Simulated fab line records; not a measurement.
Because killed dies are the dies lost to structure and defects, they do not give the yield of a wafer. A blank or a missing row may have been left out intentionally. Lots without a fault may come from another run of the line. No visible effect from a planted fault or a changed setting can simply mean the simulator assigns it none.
fab line records	flow n5-finfet
[record] lots = 24	wafers = 72	last-day = 18
route steps=1938 shown BEOL_M0@722 BEOL_M1@754
lots with no fault: from the same line, run without faults
start-h: hours from the record's first day to the start of the lot's first wafer shown	wait-h: time in hours since the lot's previous step	" the same as in the row above	L1.1+2: one row covering several wafers at once	- value missing, or start not given	* or withheld: withheld	< > ~ a bound
route shown NAME@n: NAME is a module with steps in the file, n the number in the route of the first one	usual: the fault-free wafers' mean and standard deviation	same: alike in all rows	chamber/n: place in a boat	sites: each site's reading	_std_site: standard deviation across them	_edge_site: mean of outer sites minus mean of inner sites	radius-mm: for every site, how far away it sits from the centre of the wafer	mask NAME#n: copy n	behind: tool/chamber where the wafer was last shaped	hold: why the lot was held/for how many hours/how that ended	device: transistor that didn't switch, given as n, p or np	end of line: tests of these same wafers at the route's end	where a step has no rows: the recipe by itself	killed: at the first sort, the dies lost to defects and structure; wafer yield is something else	map: dies across one wafer; x = killed, . = not, _ = none there
set.NAME: the setting as run; set.NAME@STEP: as run at that earlier step	model.NAME: the simulator's own value behind a step, which no gauge read
route steps across a sampled set of lots; one table per step, one row per wafer
services: when a tool's chamber went out of use (start-h, in hours from the record's first day, below 0 if earlier), for how many hours, and the reason
[[steps]]
[step N5_BEOL_M0_STRIP_142]
[recipe] chemistry = N2/H2	time-s = 10	power-w = 450	temp-c = 40	pressure-mtorr = 20	rf-frequency-hz = 6e+07	bias-power-w = 7	n2-flow-sccm = 200	h2-flow-sccm = 200
[usual] drypump-motor-current-A = 5.9/0.56	oes-product-au = 0.80/0.087	rf-vpp-V = 59.2/0.82	showerhead-plenum-p-Torr = 2.54/0.091	throttle-valve-pct = 23.74/0.23
lot.wafer	tool	chamber	start-h	wait-h	drypump-motor-current-A	oes-product-au	rf-hours-counter-h	rf-vpp-V	showerhead-plenum-p-Torr	throttle-valve-pct
L074.2	rie-diel-05	0	115.71	0.0	6.5	0.83	77	59.4	2.68	23.51
L074.3	"	2	"	"	5.7	0.93	11	60.2	2.60	23.93
L074.4	"	1	"	"	6.8	0.72	182	59.9	2.42	23.69
L075.2	rie-diel-01	0	121.63	0.0	5.2	0.68	248	58.8	2.50	23.78
L075.3	"	3	"	"	5.4	0.77	116	58.2	2.56	24.08
L075.6	"	0	"	"	5.2	0.68	-	57.1	2.50	23.77
L076.1	rie-diel-01	1	133.09	0.0	6.0	0.88	36	59.8	2.58	23.91
L076.2	"	3	"	"	5.5	0.76	121	59.1	2.56	24.08
L076.4	"	1	"	"	6.0	0.89	-	58.7	2.58	23.91
L078.2	rie-diel-02	0	138.88	0.0	6.0	0.68	242	60.3	2.40	23.52
L078.5	"	1	"	"	5.5	0.75	-	59.3	2.43	23.58
L078.6	"	3	"	"	5.7	0.75	-	59.3	2.65	23.66
L077.2	rie-diel-01	3	140.47	0.0	5.5	0.76	124	59.9	2.56	24.10
L077.3	"	2	"	"	6.8	0.77	144	59.6	2.54	23.55
L077.5	"	2	"	"	6.8	0.76	-	59.9	2.54	23.55
L079.4	rie-diel-05	0	148.98	0.0	6.6	0.82	-	59.1	2.67	23.54
L079.5	"	2	"	"	5.7	0.91	-	59.9	2.59	23.93
L079.6	"	1	"	"	6.8	0.70	-	58.3	2.41	23.68
L080.3	rie-diel-02	3	150.28	0.0	5.7	0.75	167	59.1	2.64	23.67
L080.4	"	1	"	"	5.4	0.75	-	58.7	2.43	23.57
L080.6	"	0	"	"	6.0	0.68	-	58.7	2.39	23.55
L081.3	rie-diel-02	3	157.61	0.0	5.7	0.74	170	59.7	2.64	23.67
L081.4	"	1	"	"	5.5	0.73	175	59.4	2.42	23.58
L081.5	"	2	"	"	5.1	0.97	-	58.3	2.50	23.53
L082.1	rie-diel-02	0	161.96	0.0	6.0	0.67	251	58.9	2.39	23.54
L082.2	"	1	"	"	5.5	0.74	176	59.8	2.42	23.60
L082.3	"	2	"	"	5.1	0.95	4	58.8	2.50	23.52
L083.3	rie-diel-01	2	167.39	0.0	6.8	0.76	153	59.4	2.54	23.57
L083.4	"	3	"	"	5.4	0.76	135	58.0	2.56	24.10
L083.6	"	2	"	"	6.8	0.76	-	61.5	2.54	23.56
L084.2	rie-diel-01	0	171.27	0.0	5.3	0.94	9	59.2	2.49	23.38
L084.3	"	2	"	"	6.8	0.75	154	59.0	2.54	23.57
L084.5	"	2	"	"	6.8	0.76	-	58.8	2.54	23.56
L085.1	rie-diel-05	1	180.66	0.0	6.8	0.70	208	60.1	2.41	23.73
L085.3	"	3	"	"	5.9	0.97	10	61.0	2.70	23.76
L085.6	"	0	"	"	6.6	0.80	-	59.6	2.67	23.55
L087.2	rie-diel-01	0	200.21	0.0	5.2	0.92	20	60.1	2.49	23.40
L087.3	"	1	"	"	6.0	0.86	61	59.1	2.57	23.94
L087.4	"	0	"	"	5.2	0.92	-	57.8	2.49	23.39
L086.1	rie-diel-01	0	200.33	0.0	5.2	0.92	20	58.6	2.49	23.40
L086.2	"	1	"	"	6.0	0.86	61	59.8	2.57	23.95
L086.5	"	3	"	"	5.5	0.74	-	59.6	2.55	24.12
L088.2	rie-diel-05	0	211.55	0.0	6.6	0.80	113	58.7	2.66	23.55
L088.3	"	1	"	"	6.8	0.68	217	58.7	2.41	23.73
L088.4	"	2	"	"	5.7	0.86	45	59.7	2.58	23.96
L089.1	rie-diel-05	3	211.66	0.0	5.9	0.92	19	58.9	2.70	23.80
L089.4	"	0	"	"	6.5	0.80	113	59.8	2.66	23.56
L089.6	"	1	"	"	6.8	0.69	-	58.6	2.41	23.73
L090.1	rie-diel-01	1	212.04	0.0	6.0	0.85	63	59.6	2.57	23.94
L090.3	"	2	"	"	6.8	0.74	167	59.6	2.53	23.58
L090.6	"	3	"	"	5.4	0.74	-	59.7	2.55	24.12
L091.1	rie-diel-05	0	218.46	0.0	6.6	0.79	116	59.3	2.66	23.57
L091.3	"	1	"	"	6.8	0.68	219	59.0	2.40	23.74
L091.4	"	2	"	"	5.7	0.86	47	58.4	2.58	23.96
L092.3	rie-diel-01	2	227.74	0.0	6.8	0.73	172	59.4	2.53	23.60
L092.4	"	3	"	"	5.4	0.73	156	58.6	2.55	24.14
L092.6	"	0	"	"	5.2	0.89	-	59.4	2.49	23.40
L093.1	rie-diel-01	2	230.71	0.0	6.8	0.74	173	57.8	2.53	23.61
L093.3	"	3	"	"	5.4	0.74	157	59.9	2.55	24.13
L093.4	"	1	"	"	5.9	0.85	70	59.0	2.57	23.94
L094.4	rie-diel-05	0	234.89	0.0	6.6	0.79	123	60.3	2.66	23.58
L094.5	"	1	"	"	6.7	0.68	-	60.4	2.40	23.73
L094.6	"	2	"	"	5.6	0.84	-	60.8	2.58	23.98
L095.1	rie-diel-02	3	243.69	0.0	5.7	0.71	196	59.5	2.63	23.71
L095.3	"	1	"	"	5.5	0.72	207	58.5	2.41	23.63
L095.5	"	0	"	"	6.0	0.94	-	59.5	2.71	23.26
L096.1	rie-diel-02	2	250.24	0.0	5.1	0.88	35	58.9	2.48	23.58
L096.3	"	1	"	"	5.5	0.72	208	57.3	2.41	23.65
L096.4	"	3	"	"	5.7	0.71	198	59.0	2.63	23.71
L097.3	rie-diel-05	3	252.98	0.0	6.0	0.90	35	60.8	2.69	23.81
L097.4	"	1	"	"	6.8	0.67	231	59.0	2.40	23.75
L097.5	"	2	"	"	5.7	0.85	-	59.7	2.58	23.97
[step N5_BEOL_M0_ANNEAL_119]
[recipe] temp-c = 225	time-s = 90	ambient = N2
[usual] wafer_temp_C_max = 225.84/0.24
lot.wafer	tool	chamber	start-h	wait-h	wafer_temp_C_max
L074.2	rtp-anneal-02	0	118.01	0.3	225.45
L074.3	"	0	"	"	225.89
L074.4	"	0	"	"	226.24
L075.2	rtp-anneal-02	0	125.72	0.4	225.71
L075.3	"	0	"	"	225.62
L075.6	"	0	"	"	226.00
L076.1	rtp-anneal-01	0	135.27	0.1	225.87
L076.2	"	0	"	"	225.87
L076.4	"	0	"	"	226.06
L078.2	rtp-anneal-02	0	141.42	0.4	225.87
L078.5	"	0	"	"	225.82
L078.6	"	0	"	"	225.61
L077.2	rtp-anneal-02	0	142.91	0.1	226.08
L077.3	"	0	"	"	225.95
L077.5	"	0	"	"	226.05
L079.4	rtp-anneal-01	0	151.15	0.5	225.94
L079.5	"	0	"	"	225.70
L079.6	"	0	"	"	225.87
L080.3	rtp-anneal-01	0	152.23	0.1	226.04
L080.4	"	0	"	"	225.95
L080.6	"	0	"	"	226.10
L081.3	rtp-anneal-01	0	161.32	0.1	225.81
L081.4	"	0	"	"	225.77
L081.5	"	0	"	"	225.84
L082.1	rtp-anneal-02	0	164.23	0.1	225.71
L082.2	"	0	"	"	225.49
L082.3	"	0	"	"	225.33
L083.3	rtp-anneal-02	0	171.11	1.8	226.02
L083.4	"	0	"	"	225.79
L083.6	"	0	"	"	225.89
L084.2	rtp-anneal-02	0	174.59	0.3	225.84
L084.3	"	0	"	"	225.66
L084.5	"	0	"	"	225.68
L085.1	rtp-anneal-02	0	183.22	0.1	225.74
L085.3	"	0	"	"	225.91
L085.6	"	0	"	"	225.70
L087.2	rtp-anneal-02	0	203.15	0.7	225.67
L087.3	"	0	"	"	225.72
L087.4	"	0	"	"	225.89
L086.1	rtp-anneal-01	0	203.16	0.6	226.36
L086.2	"	0	"	"	226.17
L086.5	"	0	"	"	225.73
L088.2	rtp-anneal-01	0	213.43	0.2	226.33
L088.3	"	0	"	"	226.00
L088.4	"	0	"	"	225.96
L089.1	rtp-anneal-01	0	213.66	0.4	226.12
L089.4	"	0	"	"	226.31
L089.6	"	0	"	"	226.45
L090.1	rtp-anneal-01	0	214.05	0.2	226.22
L090.3	"	0	"	"	226.17
L090.6	"	0	"	"	225.89
L091.1	rtp-anneal-01	0	219.98	0.1	226.08
L091.3	"	0	"	"	226.24
L091.4	"	0	"	"	225.90
L092.3	rtp-anneal-02	0	229.87	0.1	225.90
L092.4	"	0	"	"	225.42
L092.6	"	0	"	"	225.73
L093.1	rtp-anneal-01	0	232.52	0.1	225.71
L093.3	"	0	"	"	226.19
L093.4	"	0	"	"	225.59
L094.4	rtp-anneal-02	0	238.36	0.2	225.66
L094.5	"	0	"	"	226.11
L094.6	"	0	"	"	225.77
L095.1	rtp-anneal-02	0	249.99	0.1	225.65
L095.3	"	0	"	"	225.70
L095.5	"	0	"	"	226.00
L096.1	rtp-anneal-02	0	252.53	0.1	225.72
L096.3	"	0	"	"	226.20
L096.4	"	0	"	"	225.88
L097.3	rtp-anneal-01	0	256.24	0.1	226.11
L097.4	"	0	"	"	226.42
L097.5	"	0	"	"	225.50
[step N5_BEOL_M0_CO_CAP_123]
[recipe] material = Co	target-thk-a = 20	temp-c = 200	precursor = CCTBA/H2	pressure-torr = 30	time-s = 102.1
[usual] heater-power-w = 252/19
lot.wafer	tool	chamber	start-h	wait-h	heater-power-w
L074.2	cvd-co-01	2	118.65	0.0	263
L074.3	"	0	"	"	224
L074.4	"	2	"	"	265
L075.2	cvd-co-02	0	127.22	0.0	245
L075.3	"	1	"	"	281
L075.6	"	2	"	"	261
L076.1	cvd-co-02	0	135.93	0.0	253
L076.2	"	1	"	"	278
L076.4	"	0	"	"	255
L078.2	cvd-co-01	2	142.06	0.0	264
L078.5	"	0	"	"	221
L078.6	"	2	"	"	261
L077.2	cvd-co-01	2	143.53	0.0	262
L077.3	"	0	"	"	222
L077.5	"	0	"	"	221
L079.4	cvd-co-01	0	151.72	0.0	220
L079.5	"	2	"	"	262
L079.6	"	1	"	"	223
L080.3	cvd-co-02	2	152.81	0.0	260
L080.4	"	2	"	"	250
L080.6	"	1	"	"	277
L081.3	cvd-co-01	1	161.90	0.0	225
L081.4	"	0	"	"	219
L081.5	"	1	"	"	223
L082.1	cvd-co-02	2	164.90	0.0	255
L082.2	"	1	"	"	282
L082.3	"	0	"	"	250
L083.3	cvd-co-02	1	171.69	0.0	265
L083.4	"	0	"	"	250
L083.6	"	2	"	"	269
L084.2	cvd-co-02	0	175.21	0.0	248
L084.3	"	2	"	"	251
L084.5	"	0	"	"	248
L085.1	cvd-co-02	2	183.89	0.0	253
L085.3	"	1	"	"	272
L085.6	"	1	"	"	285
L087.2	cvd-co-01	2	203.77	0.0	261
L087.3	"	1	"	"	223
L087.4	"	1	"	"	219
L086.1	cvd-co-01	2	203.88	0.0	257
L086.2	"	1	"	"	225
L086.5	"	1	"	"	230
L088.2	cvd-co-02	0	214.05	0.0	251
L088.3	"	2	"	"	259
L088.4	"	2	"	"	259
L089.1	cvd-co-01	1	214.32	0.0	224
L089.4	"	1	"	"	232
L089.6	"	2	"	"	266
L090.1	cvd-co-02	0	214.73	0.0	248
L090.3	"	1	"	"	281
L090.6	"	1	"	"	272
L091.1	cvd-co-02	1	220.65	0.0	274
L091.3	"	0	"	"	250
L091.4	"	2	"	"	263
L092.3	cvd-co-01	1	230.45	0.0	227
L092.4	"	1	"	"	226
L092.6	"	2	"	"	251
L093.1	cvd-co-02	2	233.20	0.0	266
L093.3	"	0	"	"	260
L093.4	"	2	"	"	253
L094.4	cvd-co-02	1	238.94	0.0	276
L094.5	"	0	"	"	250
L094.6	"	2	"	"	260
L095.1	cvd-co-02	0	251.09	0.0	253
L095.3	"	2	"	"	264
L095.5	"	2	"	"	269
L096.1	cvd-co-02	2	253.23	0.0	252
L096.3	"	0	"	"	255
L096.4	"	2	"	"	265
L097.3	cvd-co-02	1	256.84	0.0	274
L097.4	"	1	"	"	267
L097.5	"	2	"	"	253
[step N5_BEOL_M1_HM_DEP_02]
[recipe] material = TiN	target-thk-a = 200	temp-c = 25	chamber-pressure-pa = 0.49996
[usual] chamber-pressure-pa = 0.4999/0.00099	throttle-valve-pct = 30.2/0.88
lot.wafer	tool	chamber	start-h	wait-h	chamber-pressure-pa	throttle-valve-pct
L074.2	pvd-sputter-01	-	121.21	2.2	0.4988	28.8
L074.3	"	-	"	"	0.4996	30.6
L074.4	"	-	"	"	0.4993	30.8
L075.2	pvd-sputter-02	-	128.50	0.9	0.5014	30.8
L075.3	"	-	"	"	0.4996	30.2
L075.6	"	-	"	"	0.5001	29.7
L076.1	pvd-sputter-01	-	137.39	1.1	0.5006	28.7
L076.2	"	-	"	"	0.4986	30.7
L076.4	"	-	"	"	0.4991	29.6
L078.2	pvd-sputter-01	-	142.46	0.0	0.5004	30.8
L078.5	"	-	"	"	0.4989	28.4
L078.6	"	-	"	"	0.5007	29.6
L077.2	pvd-sputter-03	-	145.67	1.8	0.5003	29.0
L077.3	"	-	"	"	0.5006	30.3
L077.5	"	-	"	"	0.4993	30.0
L079.4	pvd-sputter-03	-	152.50	0.4	0.5014	31.3
L079.5	"	-	"	"	0.4988	30.0
L079.6	"	-	"	"	0.5014	31.1
L080.3	pvd-sputter-02	-	153.22	0.0	0.4994	30.3
L080.4	"	-	"	"	0.4996	31.3
L080.6	"	-	"	"	0.4987	30.1
L081.3	pvd-sputter-01	-	162.75	0.5	0.4993	30.9
L081.4	"	-	"	"	0.5012	28.6
L081.5	"	-	"	"	0.4995	30.7
L082.1	pvd-sputter-03	-	167.40	2.1	0.5007	30.9
L082.2	"	-	"	"	0.4994	31.6
L082.3	"	-	"	"	0.4991	29.0
L083.3	pvd-sputter-01	-	173.16	1.1	0.5020	28.9
L083.4	"	-	"	"	0.5011	30.1
L083.6	"	-	"	"	0.5007	28.6
L084.2	pvd-sputter-03	-	177.34	1.8	0.5000	30.4
L084.3	"	-	"	"	0.4989	29.3
L084.5	"	-	"	"	0.4993	31.6
L085.1	pvd-sputter-02	-	185.06	0.8	0.5006	30.3
L085.3	"	-	"	"	0.4993	30.4
L085.6	"	-	"	"	0.4996	29.5
L087.2	pvd-sputter-01	-	206.49	2.4	0.4998	30.5
L087.3	"	-	"	"	0.5013	29.6
L087.4	"	-	"	"	0.4999	28.7
L086.1	pvd-sputter-01	-	206.59	2.3	0.5004	30.8
L086.2	"	-	"	"	0.4996	28.5
L086.5	"	-	"	"	0.5020	29.6
L088.2	pvd-sputter-02	-	215.45	1.0	0.5009	31.3
L088.3	"	-	"	"	0.4996	29.5
L088.4	"	-	"	"	0.5007	31.0
L089.1	pvd-sputter-02	-	215.69	1.0	0.5010	31.0
L089.4	"	-	"	"	0.4992	30.4
L089.6	"	-	"	"	0.4997	29.6
L090.1	pvd-sputter-01	-	215.71	0.6	0.5002	30.9
L090.3	"	-	"	"	0.4992	30.2
L090.6	"	-	"	"	0.5023	30.2
L091.1	pvd-sputter-03	-	221.81	0.8	0.5005	30.3
L091.3	"	-	"	"	0.4992	31.2
L091.4	"	-	"	"	0.5017	31.3
L092.3	pvd-sputter-01	-	231.37	0.5	0.4999	29.7
L092.4	"	-	"	"	0.4994	28.8
L092.6	"	-	"	"	0.4996	29.7
L093.1	pvd-sputter-02	-	234.34	0.8	0.5002	31.3
L093.3	"	-	"	"	0.4990	31.6
L093.4	"	-	"	"	0.4993	29.4
L094.4	pvd-sputter-02	-	239.84	0.5	0.4994	30.9
L094.5	"	-	"	"	0.5008	31.5
L094.6	"	-	"	"	0.4991	30.6
L095.1	pvd-sputter-01	-	252.80	1.3	0.5007	30.4
L095.3	"	-	"	"	0.4999	28.6
L095.5	"	-	"	"	0.4993	28.8
L096.1	pvd-sputter-02	-	255.15	1.5	0.5011	31.5
L096.3	"	-	"	"	0.4991	29.6
L096.4	"	-	"	"	0.5023	30.1
L097.3	pvd-sputter-03	-	257.46	0.2	0.4990	28.9
L097.4	"	-	"	"	0.4998	31.5
L097.5	"	-	"	"	0.5007	29.0
[step N5_BEOL_M1_INSPECT_13]
[recipe] mode = adi	inspect-instrument = brightfield
[usual] raw-defect-count = 415/87
lot.wafer	tool	chamber	start-h	wait-h	raw-defect-count
L074.2	defect-inspect-02	-	121.69	0.0	461
L074.3	"	-	"	"	392
L074.4	"	-	"	"	349
L075.2	defect-inspect-02	-	129.78	0.0	482
L075.3	"	-	"	"	357
L075.6	"	-	"	"	475
L076.1	defect-inspect-01	-	142.44	0.1	587
L076.2	"	-	"	"	460
L076.4	"	-	"	"	413
L078.2	defect-inspect-01	-	143.07	0.0	320
L078.5	"	-	"	"	303
L078.6	"	-	"	"	523
L077.2	defect-inspect-01	-	146.14	0.0	416
L077.3	"	-	"	"	364
L077.5	"	-	"	"	505
L079.4	defect-inspect-01	-	153.11	0.0	438
L079.5	"	-	"	"	383
L079.6	"	-	"	"	404
L080.3	defect-inspect-01	-	153.70	0.0	488
L080.4	"	-	"	"	614
L080.6	"	-	"	"	537
L081.3	defect-inspect-01	-	163.23	0.0	359
L081.4	"	-	"	"	423
L081.5	"	-	"	"	323
L082.1	defect-inspect-02	-	168.00	0.1	389
L082.2	"	-	"	"	415
L082.3	"	-	"	"	506
L083.3	defect-inspect-02	-	173.77	0.0	532
L083.4	"	-	"	"	450
L083.6	"	-	"	"	452
L084.2	defect-inspect-01	-	177.82	0.0	309
L084.3	"	-	"	"	340
L084.5	"	-	"	"	467
L085.1	defect-inspect-02	-	185.67	0.1	431
L085.3	"	-	"	"	370
L085.6	"	-	"	"	382
L087.2	defect-inspect-02	-	207.14	0.0	404
L087.3	"	-	"	"	414
L087.4	"	-	"	"	358
L086.1	defect-inspect-02	-	207.30	0.1	359
L086.2	"	-	"	"	455
L086.5	"	-	"	"	504
L088.2	defect-inspect-02	-	215.93	0.0	300
L088.3	"	-	"	"	422
L088.4	"	-	"	"	446
L089.1	defect-inspect-02	-	216.31	0.1	347
L089.4	"	-	"	"	506
L089.6	"	-	"	"	379
L090.1	defect-inspect-01	-	216.48	0.1	495
L090.3	"	-	"	"	538
L090.6	"	-	"	"	594
L091.1	defect-inspect-02	-	222.29	0.1	290
L091.3	"	-	"	"	388
L091.4	"	-	"	"	420
L092.3	defect-inspect-01	-	232.00	0.0	295
L092.4	"	-	"	"	487
L092.6	"	-	"	"	295
L093.1	defect-inspect-02	-	234.94	0.1	397
L093.3	"	-	"	"	340
L093.4	"	-	"	"	392
L094.4	defect-inspect-01	-	240.32	0.0	429
L094.5	"	-	"	"	459
L094.6	"	-	"	"	504
L095.1	defect-inspect-01	-	253.27	0.1	660
L095.3	"	-	"	"	494
L095.5	"	-	"	"	490
L096.1	defect-inspect-01	-	255.75	0.1	407
L096.3	"	-	"	"	376
L096.4	"	-	"	"	420
L097.3	defect-inspect-01	-	257.94	0.0	378
L097.4	"	-	"	"	414
L097.5	"	-	"	"	362
[step N5_BEOL_M1_ETCH_63]
[recipe] chemistry = CF4	target = SiARC	target-depth-a = 156	mask-material = CAR-EUV	time-s = 26	ion-energy-ev = 80	pressure-mtorr = 40	source-w = 545	bias-w = 36	Ar_flow_sccm = 100	cf4-flow-sccm = 100	ends = cleared
[usual] drypump-motor-current-A = 5.6/0.43	etch-rf-on-time-s = 26.0/0.36	mfc-ar-sccm = 100.0/0.32	oes-product-au = 0.69/0.075	rf-vpp-V = 184.0/1.2	showerhead-plenum-p-Torr = 2.15/0.067	throttle-valve-pct = 15.57/0.23
lot.wafer	tool	chamber	start-h	wait-h	drypump-motor-current-A	etch-rf-on-time-s	mfc-ar-sccm	oes-product-au	rf-hours-counter-h	rf-vpp-V	showerhead-plenum-p-Torr	throttle-valve-pct
L074.2	rie-diel-04	2	121.77	0.0	6.1	25.9	99.9	0.63	194	183.3	2.12	15.69
L074.3	"	3	"	"	6.3	25.9	99.6	0.68	121	184.1	2.15	15.51
L074.4	"	1	"	"	5.0	25.4	100.0	0.68	122	184.8	2.15	15.68
L075.2	rie-diel-06	3	129.89	0.0	5.8	25.8	100.4	0.64	183	181.8	2.05	15.90
L075.3	"	0	"	"	5.6	25.4	99.7	0.75	-	184.9	2.18	15.47
L075.6	"	0	"	"	5.6	25.0	99.9	0.76	-	184.4	2.18	15.48
L076.1	rie-diel-03	1	142.53	0.0	5.8	26.0	99.9	0.71	62	183.4	2.17	15.27
L076.2	"	0	"	"	6.3	25.9	100.1	0.63	204	182.8	2.05	15.83
L076.4	"	1	"	"	5.8	26.0	99.4	0.71	-	183.6	2.17	15.29
L078.2	rie-diel-03	3	143.22	0.0	5.0	26.0	100.3	0.85	0	186.9	2.28	15.30
L078.5	"	2	"	"	5.7	26.3	99.7	0.77	-	184.0	2.10	15.29
L078.6	"	3	"	"	5.0	25.9	100.0	0.85	-	185.5	2.28	15.29
L077.2	rie-diel-03	1	146.23	0.0	5.8	26.3	100.0	0.70	63	184.3	2.17	15.28
L077.3	"	2	"	"	5.7	26.4	100.5	0.76	28	182.7	2.10	15.30
L077.5	"	2	"	"	5.7	26.1	100.0	0.76	-	183.7	2.10	15.30
L079.4	rie-diel-06	2	153.29	0.0	5.7	25.9	99.9	0.81	6	184.8	2.19	15.55
L079.5	"	0	"	"	5.6	25.4	100.0	0.74	-	184.3	2.18	15.51
L079.6	"	3	"	"	5.8	26.1	99.8	0.63	-	182.5	2.05	15.93
L080.3	rie-diel-03	3	153.78	0.0	5.0	26.1	99.9	0.82	4	184.7	2.28	15.30
L080.4	"	1	"	"	5.8	26.1	100.4	0.70	66	185.4	2.17	15.29
L080.6	"	0	"	"	6.3	26.0	100.0	0.62	-	182.2	2.04	15.81
L081.3	rie-diel-03	0	163.31	0.0	6.2	26.0	100.4	0.62	209	180.6	2.04	15.83
L081.4	"	2	"	"	5.7	26.4	99.9	0.75	33	184.2	2.10	15.33
L081.5	"	2	"	"	5.7	26.3	99.5	0.75	-	183.0	2.10	15.30
L082.1	rie-diel-06	1	168.08	0.0	5.6	26.8	99.4	0.60	222	182.5	2.20	15.83
L082.2	"	0	"	"	5.6	25.8	99.6	0.73	50	182.6	2.17	15.51
L082.3	"	2	"	"	5.6	25.7	99.9	0.80	12	185.3	2.19	15.59
L083.3	rie-diel-03	0	174.31	0.0	6.2	26.0	99.9	0.62	213	180.4	2.04	15.83
L083.4	"	3	"	"	5.0	25.6	100.5	0.81	9	186.0	2.28	15.31
L083.6	"	2	"	"	5.7	26.2	100.0	0.75	-	183.5	2.10	15.33
L084.2	rie-diel-04	0	178.35	0.0	5.1	25.8	100.1	0.59	246	185.6	2.20	15.87
L084.3	"	2	"	"	6.1	26.0	99.9	0.61	213	183.5	2.12	15.71
L084.5	"	0	"	"	5.1	25.7	100.6	0.59	-	184.2	2.20	15.87
L085.1	rie-diel-03	2	185.75	0.0	5.7	26.0	100.5	0.75	40	184.2	2.10	15.32
L085.3	"	0	"	"	6.2	25.6	99.8	0.62	217	182.7	2.04	15.83
L085.6	"	2	"	"	5.7	26.2	99.9	0.74	-	183.2	2.10	15.33
L087.2	rie-diel-06	3	207.23	0.0	5.8	25.9	99.9	0.63	206	183.1	2.05	15.95
L087.3	"	0	"	"	5.6	25.5	99.7	0.72	62	183.8	2.17	15.54
L087.4	"	1	"	"	5.6	26.7	99.9	0.59	233	184.4	2.20	15.84
L086.1	rie-diel-04	2	207.42	0.0	6.1	26.0	100.0	0.60	222	183.7	2.11	15.74
L086.2	"	1	"	"	5.0	25.8	99.8	0.64	148	184.5	2.14	15.73
L086.5	"	1	"	"	5.1	26.0	99.5	0.64	-	184.9	2.14	15.74
L088.2	rie-diel-03	2	216.18	0.0	5.7	25.9	100.3	0.74	45	183.2	2.09	15.32
L088.3	"	3	"	"	5.0	25.9	99.2	0.78	23	184.8	2.27	15.34
L088.4	"	0	"	"	6.3	25.7	99.8	0.62	226	183.8	2.04	15.88
L090.1	rie-diel-06	1	216.61	0.0	5.6	26.6	99.4	0.59	236	185.2	2.19	15.85
L090.3	"	0	"	"	5.6	25.4	99.8	0.71	64	185.6	2.17	15.55
L090.6	"	2	"	"	5.7	25.7	99.8	0.77	-	185.5	2.18	15.61
L089.1	rie-diel-04	1	216.63	0.0	5.0	25.8	99.6	0.64	152	184.2	2.14	15.76
L089.4	"	2	"	"	6.1	26.0	100.1	0.61	-	183.7	2.11	15.75
L089.6	"	2	"	"	6.1	25.9	100.2	0.61	-	184.1	2.11	15.75
L091.1	rie-diel-04	0	222.38	0.0	5.0	25.1	99.7	0.85	1	184.4	2.20	15.39
L091.3	"	1	"	"	5.0	25.9	100.0	0.64	156	183.5	2.14	15.76
L091.4	"	1	"	"	5.1	25.8	99.9	0.64	-	185.6	2.14	15.75
L092.3	rie-diel-04	0	232.08	0.0	5.1	25.0	99.6	0.83	4	185.3	2.20	15.41
L092.4	"	0	"	"	5.0	24.8	100.0	0.84	-	183.4	2.20	15.39
L092.6	"	2	"	"	6.1	26.2	100.5	0.60	-	184.6	2.11	15.77
L093.1	rie-diel-03	0	235.03	0.0	6.2	25.9	99.9	0.61	231	183.5	2.04	15.87
L093.3	"	2	"	"	5.7	26.2	99.7	0.73	50	183.0	2.09	15.35
L093.4	"	1	"	"	5.8	26.2	100.3	0.68	89	184.8	2.17	15.31
L094.4	rie-diel-04	2	240.52	0.0	6.1	26.2	99.5	0.60	237	183.5	2.11	15.75
L094.5	"	2	"	"	6.1	26.2	99.8	0.61	-	183.9	2.11	15.76
L094.6	"	3	"	"	6.3	26.5	99.9	0.65	-	182.2	2.14	15.56
L095.1	rie-diel-03	3	253.36	0.0	5.0	26.0	99.8	0.76	35	185.9	2.27	15.38
L095.3	"	0	"	"	6.3	26.0	100.7	0.61	238	183.4	2.03	15.91
L095.5	"	1	"	"	5.8	26.3	100.1	0.67	-	184.1	2.16	15.35
L096.1	rie-diel-06	3	255.84	0.0	5.8	26.1	100.1	0.61	219	182.3	2.04	15.98
L096.3	"	1	"	"	5.6	26.6	99.5	0.58	247	183.8	2.19	15.87
L096.4	"	2	"	"	5.7	25.6	99.8	0.76	36	185.5	2.18	15.64
L097.3	rie-diel-03	3	258.03	0.0	5.0	26.0	100.0	0.74	36	186.0	2.27	15.38
L097.4	"	0	"	"	6.2	25.9	99.9	0.61	239	182.8	2.03	15.89
L097.5	"	3	"	"	5.0	25.9	100.2	0.76	-	185.2	2.27	15.38
[[services]]
tool	chamber	start-h	hours	kind
rie-diel-06	1	95.07	7.2	repair
rie-diel-04	3	99.51	9.3	repair
rie-diel-01	0	112.90	5.7	repair
rie-diel-03	-	115.29	0.2	repair
rie-diel-06	1	127.85	16.1	repair
cvd-co-01	0	129.00	1.6	repair
cvd-co-02	2	130.38	2.8	repair
rie-diel-03	1	137.57	4.6	repair
rie-diel-05	2	143.71	5.1	repair
rie-diel-02	0	158.33	3.4	repair
rie-diel-02	3	159.94	8.9	repair
rtp-anneal-01	-	167.03	5.8	pm
cvd-co-01	-	178.94	6.0	pm
rie-diel-03	2	186.97	12.4	repair
rie-diel-05	-	187.38	0.9	repair
rie-diel-04	1	190.01	6.3	repair
rie-diel-01	2	196.04	7.1	repair
rie-diel-01	1	201.64	6.7	repair
rie-diel-04	3	202.72	22.6	repair
rie-diel-04	1	230.58	5.0	repair
rie-diel-06	3	234.46	2.5	repair
rie-diel-03	2	237.27	2.9	repair
rie-diel-01	-	241.09	2.8	pm
cvd-co-01	-	244.30	14.6	pm
[[key]]
fault none
